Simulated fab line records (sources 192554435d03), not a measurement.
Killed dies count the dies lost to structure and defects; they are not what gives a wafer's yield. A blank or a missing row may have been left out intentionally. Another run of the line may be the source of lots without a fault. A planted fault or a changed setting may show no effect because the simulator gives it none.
Which of the tools did it? -- flow n5_finfet -- Sampling: 13 lots, 39 wafers, 3 of 1938 route steps

## WHAT THE GAUGES READ, wafer by wafer
N5_SPACER0_INSPECT_04: inspects for defects (darkfield). Usual: 127 for raw_defect_count, sd 30.
lot,measured,on,raw_defect_count,flag
L933,day 3 04:10,defect_inspect-01,145 113 140,
L934,day 3 04:53,defect_inspect-02,140 110 105,
L935,day 3 13:40,defect_inspect-02,122 87 161,
L937,day 4 03:49,defect_inspect-01,80 123 88,
L938,day 4 07:26,defect_inspect-02,99 153 123,
L939,day 4 15:38,defect_inspect-02,160 106 127,
L940,day 4 18:58,defect_inspect-02,133 125 96,
L941,day 5 00:31,defect_inspect-01,127 74 102,
L951,day 7 18:13,defect_inspect-01,155 107 160,
L952,day 7 22:17,defect_inspect-01,131 109 130,
L954,day 8 10:24,defect_inspect-01,175 103 85,
L955,day 8 15:42,defect_inspect-02,172 135 96,
L956,day 8 18:45,defect_inspect-01,166 135 123,

N5_SD_EPI_N_CD_MEAS_09 targets a cd of 120 nm. Usual: 120.2 nm for cd_nm, sd 0.62.
lot,measured,on,cd_nm (nm),flag
L933,day 3 04:34,cd_sem-02,120.4 120.4 119.8,
L934,day 3 05:17,cd_sem-01,120.2 120.5 119.8,
L935,day 3 13:56,cd_sem-03,119.3 119.6 119.1,
L937,day 4 04:13,cd_sem-01,121.0 119.8 121.4,
L938,day 4 07:50,cd_sem-03,120.4 119.6 119.6,
L939,day 4 16:02,cd_sem-03,119.6 119.6 119.4,
L940,day 4 19:15,cd_sem-03,120.2 120.5 120.3,
L941,day 5 00:55,cd_sem-03,120.2 120.0 120.3,
L951,day 7 18:37,cd_sem-02,120.7 122.0 121.7,
L952,day 7 22:41,cd_sem-02,120.5 120.1 119.7,
L954,day 8 10:48,cd_sem-02,120.9 120.1 119.3,
L955,day 8 15:59,cd_sem-01,119.9 120.2 120.2,
L956,day 8 19:01,cd_sem-02,120.4 120.5 120.6,

N5_SD_EPI_N_INSPECT_11: inspects for defects (macro). Usual: 2.0 for raw_defect_count, sd 1.3.
lot,measured,on,raw_defect_count,flag
L933,day 3 04:37,defect_inspect-01,3 2 1,
L934,day 3 05:20,defect_inspect-02,2 3 3,
L935,day 3 13:59,defect_inspect-02,0 3 1,
L937,day 4 04:16,defect_inspect-02,3 1 2,
L938,day 4 07:53,defect_inspect-02,1 4 1,
L939,day 4 16:06,defect_inspect-01,2 3 7,
L940,day 4 19:18,defect_inspect-02,0 3 3,
L941,day 5 00:58,defect_inspect-01,1 1 3,
L951,day 7 18:40,defect_inspect-01,2 1 0,
L952,day 7 22:44,defect_inspect-01,7 1 1,
L954,day 8 10:51,defect_inspect-01,0 0 3,
L955,day 8 16:02,defect_inspect-02,3 0 0,
L956,day 8 19:05,defect_inspect-01,1 4 3,

## WHAT TOOL EACH LOT RAN ON (gives the tool, then ch and the chambers of the sampled wafers, and finally the start)
The record shows no process step preceding these readings.

## WHAT THE TOOLS THEMSELVES READ (means of the sampled wafers that have a number; where no wafer has one, the mark that the record gives instead)
The record holds no such reading with a usual standard deviation.

## THE ANSWER, worked out from the rows above alone
Rule: lot off if the mean of its wafers having a number is beyond 3 standard deviations from the usual mean. A lot without any number at a reading at which 4 lots or more have one is off too. Any other lot the step has rows for is counted as sound. The gauges are gone through in route order, then the tools' own readings, and for those a lot's mean is taken as printed above. The first step at which some lot is off is used, and at that step the reading that is off furthest; a lot without a number counts as furthest.
Nothing can be told from this: no lot is off at any reading shown.

## WHAT THE SIMULATOR HAD INSERTED
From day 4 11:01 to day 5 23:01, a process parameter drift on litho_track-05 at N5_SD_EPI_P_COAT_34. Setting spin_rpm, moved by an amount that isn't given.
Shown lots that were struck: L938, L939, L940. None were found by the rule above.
